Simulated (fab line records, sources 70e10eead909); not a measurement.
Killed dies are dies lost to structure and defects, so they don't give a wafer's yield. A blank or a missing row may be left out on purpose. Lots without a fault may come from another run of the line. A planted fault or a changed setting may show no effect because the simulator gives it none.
A struck lot beside a sound one | flow nand_harc | 13 steps out of a route of 1159
Sound: wafers L844.1, L844.3, L844.5. Struck: wafers L856.1, L856.2, L856.3. The cause comes at the end.
At each step with rows: each side's tool, then ch and its chambers, then its first start. Under that, the readings that differ: sound wafers | struck wafers | difference of the means | sigmas: that difference in standard deviations of wafers without a fault.
alike: readings whose means differ by less than 2 such deviations, and words and numbers that are the same on both sides. not compared: withheld readings, readings that some wafer has no value for, bounds like >300 that may hide the same value, and numbers for which the record gives no deviation and whose values overlap.
The two part at a step that has a row with sigmas, a row that says differs or no value, or rows on one side only. Numbers that don't overlap but have no deviation are shown without sigmas and don't part them. A reading that every wafer of one side lacks parts them only if that side has two wafers or more.

NHARC_P_M0_DEGAS_28: time 60 s.
  sound on pvd_sputter-01, day 6 19:49; struck on pvd_sputter-03, day 9 00:58
  alike: heater_power_w, susceptor_temp_C
NHARC_P_M0_PRE_CLEAN_29: time 30 s.
  sound on pvd_sputter-01; struck on pvd_sputter-03
  alike: heater_power_w, susceptor_temp_C
then, 1 step without rows for these wafers: NHARC_P_M0_PVD_20 (deposits TaN, target thk 5 nm, time 8.06 s).
NHARC_P_M0_PVD_21: deposits Cu, target thk 30 nm, time 20.49 s.
  sound on pvd_sputter-01; struck on pvd_sputter-03
  alike: throttle_valve_pct
then, 1 step without rows for these wafers: NHARC_P_M0_ECD_22 (material Cu, target thk 400 nm).
NHARC_P_M0_ANNEAL_30: time 90 s.
  sound on rtp_anneal-02 ch 0, day 6 20:34; struck on rtp_anneal-02 ch 0, day 9 01:43
  alike: wafer_temp_C_max
NHARC_P_M0_CMP_23: polishes, t overpolish 20 s, target thk 117.53 nm.
  sound on cmp-03 ch 0,2,3, day 6 20:56; struck on cmp-01 ch 0,2,3, day 9 02:05
  alike: motor_current_A, time_to_endpoint_s
NHARC_P_M0_THK_MEAS_24: measures by xrf.
  sound on film_metro-02, day 6 21:14; struck on film_metro-02, day 9 02:22
  alike: thk_nm
then, 1 step without rows for these wafers: NHARC_P_M0_SRD_25.
NHARC_P_M0_INSPECT_27:
  sound on defect_inspect-02, day 6 21:25; struck on defect_inspect-02, day 9 02:32
  alike: raw_defect_count
then, 1 step without rows for these wafers: NHARC_P_M0_PRE_CLEAN_31 (time 12 s).
NHARC_P_M0_DEP_32: deposits SiCN, target thk 30 nm.
  sound on pecvd-01 ch 0,1,2, day 6 21:37; struck on pecvd-02 ch 0,1,2, day 9 02:41
  no value came back on the struck wafers for chamber_pressure_Torr (Torr), heater_power_outer_w (W), heater_power_w (W), susceptor_temp_C (C); on the sound wafers chamber_pressure_Torr (Torr) reads 3.006 3.005 3.006
then, 1 step without rows for these wafers: NHARC_P_M1_DEP_00 (deposits SiOC, target thk 182.5 nm).

WHERE THEY PART
Only at NHARC_P_M0_DEP_32, within this record.

WHY: what the simulator had put in
Skipped step whole: pecvd-02, from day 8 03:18 on, at NHARC_P_M0_DEP_32. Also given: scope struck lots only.
